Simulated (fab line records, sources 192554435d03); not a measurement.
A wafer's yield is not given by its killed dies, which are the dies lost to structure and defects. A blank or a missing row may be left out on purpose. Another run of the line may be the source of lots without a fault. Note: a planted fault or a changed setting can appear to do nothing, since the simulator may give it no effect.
Matching of chambers ; flow n5 finfet ; N5_BEOL_M3_DEP_57 on pecvd-02: 3 sister chambers
The step deposits SiCN from 3MS/NH3, target thk 8 nm, time 14 s. 6 wafers are shown with their chamber, then 12 later ones without.

== WAFERS WITH THEIR CHAMBER ==
wafer;chamber;throttle valve pct (%);showerhead plenum p Torr (Torr)
L084.6;1;9.3;3.673
L085.2;2;7.9;3.676
L085.4;0;9.1;3.687
L088.1;1;9.3;3.675
L088.2;0;9.3;3.683
L088.6;2;8.1;3.678

== WAFERS WHOSE CHAMBER IS MISSING ==
wafer;throttle valve pct (%);showerhead plenum p Torr (Torr)
L092.1;8.1;3.685
L092.3;9.2;3.681
L092.5;8.1;3.677
L094.4;8.3;3.677
L094.5;9.2;3.688
L094.6;7.9;3.679
L096.2;8.9;3.684
L096.3;9.1;3.688
L096.4;8.2;3.684
L097.1;8.4;3.673
L097.4;9.3;3.693
L097.6;8.0;3.677

== THE CHAMBER EACH PASSED THROUGH ==
wafer;from the rows above;in truth
L092.1;2;2
L092.3;can't be placed: 0 or 1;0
L092.5;2;2
L094.4;2;2
L094.5;0;0
L094.6;2;2
L096.2;0;0
L096.3;0;0
L096.4;2;2
L097.1;2;2
L097.4;0;0
L097.6;2;2
11 of 12 placed correctly. Unplaceable from these rows: 1, with the true chamber sitting among the candidates in 1. 0 placed wrongly.
How it was worked out, from the rows above alone: a wafer's distance from a chamber is the root of the sum, over the readings, of the square of ((its reading less the chamber's mean) divided by the reading's scatter). The wafer belongs to the nearest chamber; if the next one is less than 2 further off, it can't be placed. A chamber's mean is the mean of its shown wafers. The scatter: the root of (the sum of the squares of (reading less its chamber's mean) over the shown wafers, divided by (wafers less chambers)).
